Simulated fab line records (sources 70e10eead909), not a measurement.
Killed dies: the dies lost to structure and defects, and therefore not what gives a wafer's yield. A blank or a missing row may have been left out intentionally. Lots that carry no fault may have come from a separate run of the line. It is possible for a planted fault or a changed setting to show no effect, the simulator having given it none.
What tool caused it?	flow nandHarc	36 wafers from 12 lots sampled at 5 of the route's 1302 steps

== WHAT EACH GAUGE READ, for each wafer ==
NHARC_P_M0_OVL_MEAS_10: pitch 180 nm.
lot	measured	on	overlayXNm (nm)
L075	day 6 04:28	overlay-02	0.7 0.0 -0.5
L077	day 7 05:47	overlay-02	-0.5 -0.3 0.1
L079	day 8 01:35	overlay-02	0.0 -0.1 -0.1
L081	day 8 20:26	overlay-02	1.4 0.6 0.7
L083	day 9 17:41	overlay-01	-0.3 -0.2 0.6
L085	day 10 12:28	overlay-01	0.8 0.0 0.0
L087	day 11 10:56	overlay-01	1.3 1.4 0.9
L089	day 12 05:50	overlay-01	-0.1 -0.5 -0.2
L091	day 13 08:07	overlay-01	-1.3 -0.6 -0.4
L093	day 13 21:56	overlay-01	0.1 1.4 0.9
L095	day 14 18:01	overlay-02	0.8 1.0 0.5
L097	day 15 23:01	overlay-01	1.5 0.9 0.9

== TOOL THAT RAN EACH LOT (tool first, then ch and the chambers of the sampled wafers, then the start) ==
lot	NHARC_P_GATE_DESCUM_31	NHARC_P_GATE_RTA_80	NHARC_P_CONTACT_ETCH_36	NHARC_P_CONTACT_CVD_23
L075	rieDiel-09 ch 0,1, day 5 04:10	rtpAnneal-02 ch 0, day 5 21:58	rieDiel-02 ch 0,1, day 6 04:28 or earlier	cvdW-01 ch 0,1, day 6 04:28 or earlier
L077	rieDiel-01 ch 1,2,3, day 6 05:53	rtpAnneal-02 ch 0, day 6 23:25	rieDiel-06 ch 1,2, day 7 05:47 or earlier	cvdW-02 ch 0,1, day 7 05:47 or earlier
L079	rieDiel-03 ch 0,1,3, day 7 00:54	rtpAnneal-01 ch 0, day 7 18:40	rieDiel-02 ch 0,1,3, day 8 01:35 or earlier	cvdW-01 ch 0, day 8 01:35 or earlier
L081	rieDiel-09 ch 0,1,3, day 7 19:58	rtpAnneal-01 ch 0, day 8 13:38	rieDiel-02 ch 1,2,3, day 8 20:26 or earlier	cvdW-02 ch 0,1, day 8 20:26 or earlier
L083	rieDiel-09 ch 0,2,3, day 8 17:44	rtpAnneal-01 ch 0, day 9 11:17	rieDiel-12 ch 0,2,3, day 9 17:41 or earlier	cvdW-02 ch 0,1, day 9 17:41 or earlier
L085	rieDiel-03 ch 2,3, day 9 12:28	rtpAnneal-02 ch 0, day 10 06:08	rieDiel-06 ch 0,2,3, day 10 12:28 or earlier	cvdW-02 ch 0,1, day 10 12:28 or earlier
L087	rieDiel-01 ch 1,2,3, day 10 10:55	rtpAnneal-02 ch 0, day 11 04:34	rieDiel-06 ch 0,3, day 11 10:56 or earlier	cvdW-02 ch 0,1, day 11 10:56 or earlier
L089	rieDiel-03 ch 0,1,3, day 11 05:26	rtpAnneal-02 ch 0, day 11 23:13	rieDiel-02 ch 1,2, day 12 05:50 or earlier	cvdW-02 ch 1, day 12 05:50 or earlier
L091	rieDiel-01 ch 0,1,3, day 12 08:00	rtpAnneal-01 ch 0, day 13 01:43	rieDiel-06 ch 0,2,3, day 13 08:07 or earlier	cvdW-01 ch 0,1, day 13 08:07 or earlier
L093	rieDiel-09 ch 0,1,2, day 12 21:51	rtpAnneal-02 ch 0, day 13 15:42	rieDiel-12 ch 0,1,2, day 13 21:56 or earlier	cvdW-01 ch 0,1, day 13 21:56 or earlier
L095	rieDiel-09 ch 1,2,3, day 13 17:33	rtpAnneal-01 ch 0, day 14 11:21	rieDiel-02 ch 1,2,3, day 14 18:01 or earlier	cvdW-01 ch 0,1, day 14 18:01 or earlier
L097	rieDiel-01 ch 2,3, day 14 12:34	rtpAnneal-02 ch 0, day 15 06:13	rieDiel-12 ch 2,3, day 15 23:01 or earlier	cvdW-01 ch 0,1, day 15 23:01 or earlier
- NHARC_P_GATE_DESCUM_31: chemistry O2, time 3 s.
- NHARC_P_GATE_RTA_80: time 30 s.
- NHARC_P_CONTACT_ETCH_36: etches the open film in N2/H2, target depth 260 nm, time 406.25 s.
- NHARC_P_CONTACT_CVD_23: deposits W, target thk 200 nm, time 557 s.

== THE ANSWER, worked out from the rows above alone ==
Rule: the usual values come from the lots themselves. The widest of any qualifying gaps counts: lots, ordered by their means at a reading, are off when they make up no more than a third of the lots, leave a main group of 4 or more, and stand apart from it by 3 or more times the standard deviation of that group's means. A main group whose means are all the same, to the digits that the tables above print for the reading, isn't used. A lot without any number at a reading at which 4 lots or more have one is off too. Any other lot the step has rows for is counted as sound.
No lot is off on any of the readings shown, so nothing can be concluded from this.

== WHAT THE SIMULATOR PUT IN ==
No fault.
